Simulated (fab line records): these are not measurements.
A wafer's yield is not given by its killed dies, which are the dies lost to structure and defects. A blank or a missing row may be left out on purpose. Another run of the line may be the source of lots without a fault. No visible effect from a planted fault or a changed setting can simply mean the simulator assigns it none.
Chamber matching | flow nandHarc | 4 sister chambers for NHARC_A_STAIRCASE_DESCUM_270 on rieDiel-09
The step chemistry O2, time 3 s. 20 wafers are shown with their chamber, then 10 later ones without.

WAFERS, EACH WITH ITS CHAMBER
wafer  | chamber | showerheadPlenumPTorr (Torr) | drypumpMotorCurrentA (A) | oesProductAu (a.u.)
L077.1 | 2       | 1.98                         | 6.2                      | 1.011
L077.2 | 3       | 1.86                         | 5.4                      | 1.012
L077.3 | 1       | 1.84                         | 5.9                      | 0.996
L078.2 | 0       | 2.05                         | 6.1                      | 0.983
L078.4 | 2       | 1.98                         | 6.2                      | 0.993
L078.6 | 0       | 2.05                         | 6.0                      | 0.986
L079.3 | 1       | 1.84                         | 5.9                      | 1.003
L079.5 | 2       | 1.98                         | 6.2                      | 1.000
L079.6 | 1       | 1.84                         | 5.9                      | 0.995
L081.2 | 2       | 1.98                         | 6.2                      | 0.984
L081.4 | 3       | 1.86                         | 5.4                      | 0.995
L081.5 | 0       | 2.05                         | 6.0                      | 0.984
L084.3 | 3       | 1.86                         | 5.3                      | 0.997
L084.5 | 3       | 1.86                         | 5.4                      | 0.992
L084.6 | 0       | 2.04                         | 6.0                      | 0.982
L085.1 | 3       | 1.85                         | 5.4                      | 0.994
L085.5 | 3       | 1.85                         | 5.3                      | 0.983
L085.6 | 0       | 2.04                         | 6.0                      | 0.987
L088.4 | 3       | 1.85                         | 5.4                      | 1.028
L088.5 | 2       | 1.97                         | 6.2                      | 0.965

SIGNATURES (averages over the wafers above)
reading               | chamber 0 | chamber 1 | chamber 2 | chamber 3 | scatter within a chamber
showerheadPlenumPTorr | 2.0460    | 1.8400    | 1.9780    | 1.8557    | 0.00482
drypumpMotorCurrentA  | 6.020     | 5.900     | 6.200     | 5.371     | 0.0373
oesProductAu          | 0.98440   | 0.99800   | 0.99060   | 1.00014   | 0.0128
Rule: for each reading, subtract the chamber's mean from the wafer's reading, divide by that reading's scatter and square the result; add these up over the readings and take the root, which gives the wafer's distance from the chamber. The wafer belongs to the nearest chamber; if the next one is less than 2 further off, it can't be placed. The scatter: the root of (the sum of the squares of (reading less its chamber's mean) over the shown wafers, divided by (wafers less chambers)).

WAFERS MISSING THEIR CHAMBER
wafer  | showerheadPlenumPTorr (Torr) | drypumpMotorCurrentA (A) | oesProductAu (a.u.)
L088.6 | 1.85                         | 5.4                      | 1.019
L090.2 | 1.97                         | 6.2                      | 0.990
L090.3 | 2.04                         | 6.0                      | 0.976
L090.4 | 1.83                         | 5.9                      | 0.978
L093.1 | 1.96                         | 6.2                      | 0.977
L093.3 | 1.83                         | 5.9                      | 0.988
L093.6 | 2.03                         | 6.0                      | 0.983
L096.1 | 1.83                         | 5.9                      | 0.992
L096.2 | 1.84                         | 5.4                      | 1.020
L096.3 | 2.03                         | 6.0                      | 0.982

WHICH CHAMBER EACH WENT THROUGH
wafer  | from the rows above | in truth
L088.6 | 3                   | 3
L090.2 | 2                   | 2
L090.3 | 0                   | 0
L090.4 | 1                   | 1
L093.1 | 2                   | 2
L093.3 | 1                   | 1
L093.6 | 0                   | 0
L096.1 | 1                   | 1
L096.2 | 3                   | 3
L096.3 | 0                   | 0
Correctly placed: 10 of 10. From these rows, 0 cannot be placed. Placed wrongly: 0.
